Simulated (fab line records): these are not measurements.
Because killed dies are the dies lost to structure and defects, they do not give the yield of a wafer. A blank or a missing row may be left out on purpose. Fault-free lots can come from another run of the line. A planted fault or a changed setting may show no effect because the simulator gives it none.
3 desks looking at one fault	flow n5 finfet	each desk holds nothing but its own numbers, with what lay behind them at the end

== THE TOOL OWNER'S DESK: cmp-04 ==
The tool's own readings at N5_BEOL_M10_CMP_52 (polishes, stops on SiCOH lowk, t overpolish 7 s, target thk 140 nm): means of the sampled wafers that have a number, for each lot that ran on this tool. Marked OUT: a lot whose mean sits more than 4 standard deviations from the usual mean, which makes it out of limits; the brackets give that distance.
Columns: A = barrier field endpoint s at N5_BEOL_M10_CMP_52, usual 28.9 s; B = motor current A at N5_BEOL_M10_CMP_52, usual 6.2 A; C = overpolish run s at N5_BEOL_M10_CMP_52, usual 7.000 s; D = time to endpoint s at N5_BEOL_M10_CMP_52, usual 66.5 s
lot	first seen here	A	B	C	D
L121	day 12 23:26	29.5	5.8	7.003	69.8
L127	day 15 07:30	38.1 (+14) OUT	6.0	3.527 (-99 or more) OUT	76.8
L129	day 15 09:43	38.0 (+14) OUT	5.4	3.530 (-99 or more) OUT	76.2
L132	day 16 12:19	37.6 (+13) OUT	5.9	3.513 (-99 or more) OUT	75.3
This desk's verdict: out of limits on L127, L129, L132, starting with L127 at day 15 07:30 (barrier field endpoint s at N5_BEOL_M10_CMP_52). In limits: L121.

== AT THE METROLOGY DESK ==
Means of the sampled wafers that have a number, per lot and without regard to the tool the lot ran on: this is what the gauges read. Marked OUT: a lot whose mean sits more than 4 standard deviations from the usual mean, which makes it out of limits; the brackets give that distance. Of its 11 readings 7 are shown: the one that was out of limits first, and those that lie furthest out on some lot.
Columns: A = DIBL_N at N5_BEOL_M4_RC_MEAS_101, usual 36.3 mV/V; B = DIBL_P at N5_BEOL_M4_RC_MEAS_101, usual 36.4 mV/V; C = ION_N at N5_BEOL_M4_RC_MEAS_101, usual 675 uA/um; D = ION_P at N5_BEOL_M4_RC_MEAS_101, usual 463 uA/um; E = SS_N at N5_BEOL_M4_RC_MEAS_101, usual 71.6 mV/dec; F = SS_P at N5_BEOL_M4_RC_MEAS_101, usual 73.3 mV/dec; G = M10_THK at N5_BEOL_M10_THK_MEAS_53, usual 140 nm
lot	first seen here	A	B	C	D	E	F	G
L119	day 10 10:26	36.7	35.5	679	462	71.4	73.5	139
L121	day 10 16:30	36.3	35.2	678	465	70.8	73.1	143
L123	day 11 12:28	37.0	39.2	690	476	71.7	74.2	140
L127	day 12 23:00	33.7	32.5	668	466	70.9	72.2	200 (+17) OUT
L129	day 13 03:35	36.3	38.1	670	462	71.7	73.9	202 (+18) OUT
L132	day 13 21:56	35.5	35.3	677	468	71.0	73.3	205 (+19) OUT
L137	day 15 14:51	35.8	35.0	662	458	71.0	73.0	140
L138	day 15 18:29	36.9	37.8	675	458	72.0	73.3	142
L139	day 16 21:25	36.2	35.5	672	461	72.3	72.9	143
This desk's result: L127, L129, L132 out of limits, first on L127 (M10_THK at N5_BEOL_M10_THK_MEAS_53), day 15 07:46. In limits: L119, L121, L123, L137, L138, L139.

== THE DEFECT DESK ==
What the inspections along the route counted, lot by lot: means of the sampled wafers that have a number. Marked OUT: a lot whose mean sits more than 4 standard deviations from the usual mean, which makes it out of limits; the brackets give that distance.
Columns: A = raw defect count at N5_BEOL_M10_INSPECT_58, usual 68
lot	first seen here	A
L119	day 12 20:17	56
L121	day 12 23:53	64
L123	day 13 18:11	60
L127	day 15 07:57	1183 (+53) OUT
L129	day 15 10:04	1146 (+51) OUT
L132	day 16 12:44	1142 (+51) OUT
L137	day 18 03:52	70
L138	day 18 04:32	75
L139	day 19 01:15	67
This desk's verdict: out of limits on L127, L129, L132, starting with L127 at day 15 07:57 (raw defect count at N5_BEOL_M10_INSPECT_58). In limits: L119, L121, L123, L137, L138, L139.

== PUT TOGETHER ==
An alarm could have come from the tool owner's desk at day 15 07:30, on L127, L129, L132.
L127, L129, L132 would have let the metrology desk raise an alarm at day 15 07:46.
The defect desk could have raised an alarm at day 15 07:57, on L127, L129, L132.
On cmp-04, each named lot ran N5_BEOL_M10_CMP_52.

== WHAT THE SIMULATOR HAD INSERTED ==
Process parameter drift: cmp-04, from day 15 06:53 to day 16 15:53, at N5_BEOL_M10_CMP_52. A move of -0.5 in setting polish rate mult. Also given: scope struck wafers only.
Shown lots that were struck: L127, L129, L132.
Hours from the fault's start to each desk's first reading out of limits: the tool owner's desk, 1; the metrology desk, 1; the defect desk, 1.
